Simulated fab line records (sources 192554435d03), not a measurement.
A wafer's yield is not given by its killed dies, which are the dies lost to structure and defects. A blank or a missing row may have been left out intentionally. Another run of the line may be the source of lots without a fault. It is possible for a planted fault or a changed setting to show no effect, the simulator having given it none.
Which tool is to blame? + flow n5-finfet + 10 lots, 30 wafers sampled, at 6 steps of a route of 1938

== WHAT THE GAUGES SHOWED, per wafer ==
N5_DUMMY_GATE_INSPECT_17: inspects for defects (brightfield).
| lot  | measured    | on                | raw-defect-count |
|------|-------------|-------------------|------------------|
| L076 | day 3 11:26 | defect-inspect-01 | 169 332 288      |
| L078 | day 4 02:49 | defect-inspect-02 | 168 140 126      |
| L080 | day 4 11:35 | defect-inspect-01 | 219 197 231      |
| L083 | day 5 09:44 | defect-inspect-01 | 143 150 206      |
| L086 | day 6 05:01 | defect-inspect-01 | 179 157 227      |
| L088 | day 6 13:42 | defect-inspect-01 | 247 275 246      |
| L090 | day 7 01:25 | defect-inspect-01 | 192 221 173      |
| L092 | day 7 13:30 | defect-inspect-02 | 262 209 152      |
| L095 | day 8 05:10 | defect-inspect-02 | 242 227 263      |
| L097 | day 8 16:05 | defect-inspect-02 | 277 328 189      |

== WHICH TOOL RAN EACH LOT (tool, then ch and the chambers of the sampled wafers, then the start) ==
| lot  | N5_PMOS_HMC_CHANNEL_EPI_DESCUM_14 | N5_PMOS_HMC_CHANNEL_EPI_ETCH_32   | N5_PMOS_HMC_CHANNEL_EPI_CMP_21 | N5_FIN_SAQP_DESCUM_21             | N5_FIN_CUT_CUT_ETCH_28          |
|------|-----------------------------------|-----------------------------------|--------------------------------|-----------------------------------|---------------------------------|
| L076 | rie-diel-03 ch 2,3, day 2 06:04   | rie-diel-03 ch 2,3, day 2 06:06   | cmp-04 ch 0,1,2, day 2 08:02   | rie-diel-02 ch 0,1,2, day 2 10:37 | rie-si-05 ch 0,1,3, day 2 16:19 |
| L078 | rie-diel-04 ch 0,1,2, day 2 20:16 | rie-diel-04 ch 0,1,2, day 2 20:18 | cmp-02 ch 0,2,3, day 2 22:43   | rie-diel-06 ch 0,3, day 3 01:26   | rie-si-01 ch 0,2,3, day 3 06:58 |
| L080 | rie-diel-05 ch 2,3, day 3 05:16   | rie-diel-05 ch 2,3, day 3 05:17   | cmp-02 ch 1,2,3, day 3 07:44   | rie-diel-01 ch 0,3, day 3 10:21   | rie-si-06 ch 1,2, day 3 16:23   |
| L083 | rie-diel-05 ch 0,1,3, day 4 00:13 | rie-diel-05 ch 0,1,3, day 4 00:15 | cmp-04 ch 0,2, day 4 03:10     | rie-diel-01 ch 0,1,2, day 4 05:43 | rie-si-06 ch 1,2,3, day 4 13:07 |
| L086 | rie-diel-05 ch 0,1,2, day 4 18:34 | rie-diel-05 ch 0,1,2, day 4 18:37 | cmp-03 ch 0,2,3, day 4 20:35   | rie-diel-02 ch 1,3, day 4 23:03   | rie-si-01 ch 0,1,2, day 5 06:47 |
| L088 | rie-diel-03 ch 1,2,3, day 5 05:34 | rie-diel-03 ch 1,2,3, day 5 05:36 | cmp-03 ch 0,1,2, day 5 08:02   | rie-diel-02 ch 1,2,3, day 5 11:10 | rie-si-01 ch 0,1, day 5 18:13   |
| L090 | rie-diel-03 ch 1,2, day 5 18:40   | rie-diel-03 ch 1,2, day 5 18:41   | cmp-02 ch 0,1,2, day 5 21:04   | rie-diel-02 ch 0,2,3, day 5 23:47 | rie-si-06 ch 0,1,3, day 6 06:26 |
| L092 | rie-diel-04 ch 0,2, day 6 08:10   | rie-diel-04 ch 0,2, day 6 08:13   | cmp-03 ch 0,1,3, day 6 10:14   | rie-diel-01 ch 0,1,3, day 6 13:35 | rie-si-01 ch 1,3, day 6 19:18   |
| L095 | rie-diel-04 ch 0,3, day 6 23:02   | rie-diel-04 ch 0,3, day 6 23:04   | cmp-03 ch 0,2,3, day 7 01:07   | rie-diel-02 ch 1,3, day 7 03:17   | rie-si-05 ch 0,1,3, day 7 10:06 |
| L097 | rie-diel-04 ch 1,2, day 7 11:33   | rie-diel-04 ch 1,2, day 7 11:35   | cmp-04 ch 0,1,2, day 7 13:31   | rie-diel-06 ch 2,3, day 7 15:48   | rie-si-05 ch 0,1, day 7 21:47   |
- N5_PMOS_HMC_CHANNEL_EPI_DESCUM_14: chemistry O2, time 7.9 s.
- N5_PMOS_HMC_CHANNEL_EPI_ETCH_32: etches BARC in N2/H2, stops on SiO2, target depth 85.8 nm, time 50.3 s.
- N5_PMOS_HMC_CHANNEL_EPI_CMP_21: polishes SiGe30, target thk 54 nm.
- N5_FIN_SAQP_DESCUM_21: chemistry O2, time 7.9 s.
- N5_FIN_CUT_CUT_ETCH_28: etches Si in HBr/Cl2/O2, target depth 6 nm, time 2.4 s.

== THE ANSWER, worked out from the rows above alone ==
Rule: the lots themselves supply what counts as usual. Put in order of their means at a reading, lots are off if they are a third of the lots or fewer, leave a main group of 4 or more, and stand apart from it by a gap of 3 or more times the standard deviation of the main group's means; of several such gaps the widest counts. If all means in a main group match to the digits the tables above print for the reading, that group is not used. Also off: a lot with no number at a reading for which 4 or more lots have one. All remaining lots with rows at the step are treated as sound.
No lot is off on any of the readings shown, so nothing can be concluded from this.

== WHAT THE SIMULATOR PUT IN ==
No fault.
